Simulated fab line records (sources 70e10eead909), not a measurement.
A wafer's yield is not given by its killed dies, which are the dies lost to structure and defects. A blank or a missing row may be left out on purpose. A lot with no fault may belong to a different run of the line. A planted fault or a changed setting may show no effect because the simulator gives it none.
Chamber matching | flow nand harc | NHARC_A_SGD_CUT_CMP_21 on cmp-03 has 4 sister chambers
The step polishes, target thk 148.19 nm. 18 wafers are shown with their chamber, then 9 later ones without.

## WAFERS PAIRED WITH THEIR CHAMBERS
wafer  | chamber | motor current A (A) | time to endpoint s (s) | edge zone pressure frac
L207.1 | 0       | 12.9                | 50                     | 1.008
L207.2 | 1       | 11.9                | 53                     | 1.002
L207.6 | 0       | 12.0                | 51                     | 0.991
L209.2 | 3       | 10.9                | 53                     | 0.991
L209.3 | 1       | 12.4                | 56                     | 0.997
L209.5 | 1       | 12.5                | 53                     | 0.989
L210.3 | 1       | 12.1                | 49                     | 1.001
L210.4 | 0       | 12.4                | 51                     | 1.010
L210.6 | 2       | 10.4                | 50                     | 0.987
L212.1 | 3       | 11.2                | 49                     | 0.999
L212.2 | 2       | 9.9                 | 53                     | 0.999
L212.5 | 1       | 12.3                | 51                     | 0.998
L213.2 | 2       | 10.1                | 47                     | 0.997
L213.3 | 3       | 10.5                | 43                     | 0.997
L213.5 | 0       | 12.1                | 44                     | 0.998
L216.2 | 3       | 10.4                | 50                     | 1.004
L216.3 | 1       | 12.5                | 52                     | 0.995
L216.6 | 2       | 10.1                | 54                     | 0.999

SIGNATURES (averages over the wafers above)
reading                 | chamber 0 | chamber 1 | chamber 2 | chamber 3 | scatter within a chamber
motor current A         | 12.350    | 12.283    | 10.125    | 10.750    | 0.307
time to endpoint s      | 49.00     | 52.33     | 51.00     | 48.75     | 3.21
edge zone pressure frac | 1.00175   | 0.99700   | 0.99550   | 0.99775   | 0.00617
Rule: a wafer's distance from a chamber is the root of the sum, over the readings, of the square of ((its reading less the chamber's mean) divided by the reading's scatter). If the next closest chamber is less than 2 further off than the closest, the wafer can't be placed; otherwise it belongs to the closest. The scatter: the root of (the sum of the squares of (reading less its chamber's mean) over the shown wafers, divided by (wafers less chambers)).

## WAFERS WHOSE CHAMBER IS MISSING
wafer  | motor current A (A) | time to endpoint s (s) | edge zone pressure frac
L222.3 | 10.5                | 45                     | 1.003
L222.5 | 12.4                | 45                     | 1.009
L222.6 | 12.5                | 46                     | 1.002
L224.2 | 12.2                | 51                     | 0.994
L224.4 | 12.1                | 51                     | 1.000
L224.6 | 13.1                | 53                     | 1.000
L226.1 | 12.0                | 49                     | 1.002
L226.2 | 10.5                | 49                     | 0.996
L226.5 | 12.1                | 52                     | 1.004

## CHAMBER TAKEN BY EACH
wafer  | from the rows above     | in truth
L222.3 | can't be placed: 3 or 2 | 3
L222.5 | can't be placed: 0 or 1 | 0
L222.6 | can't be placed: 0 or 1 | 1
L224.2 | can't be placed: 1 or 0 | 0
L224.4 | can't be placed: 1 or 0 | 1
L224.6 | can't be placed: 1 or 0 | 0
L226.1 | can't be placed: 0 or 1 | 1
L226.2 | can't be placed: 3 or 2 | 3
L226.5 | can't be placed: 1 or 0 | 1
Correctly placed: 0 of 9. Not placeable from these rows: 9 (in 9, the candidates include the true chamber). Wrongly placed: 0.
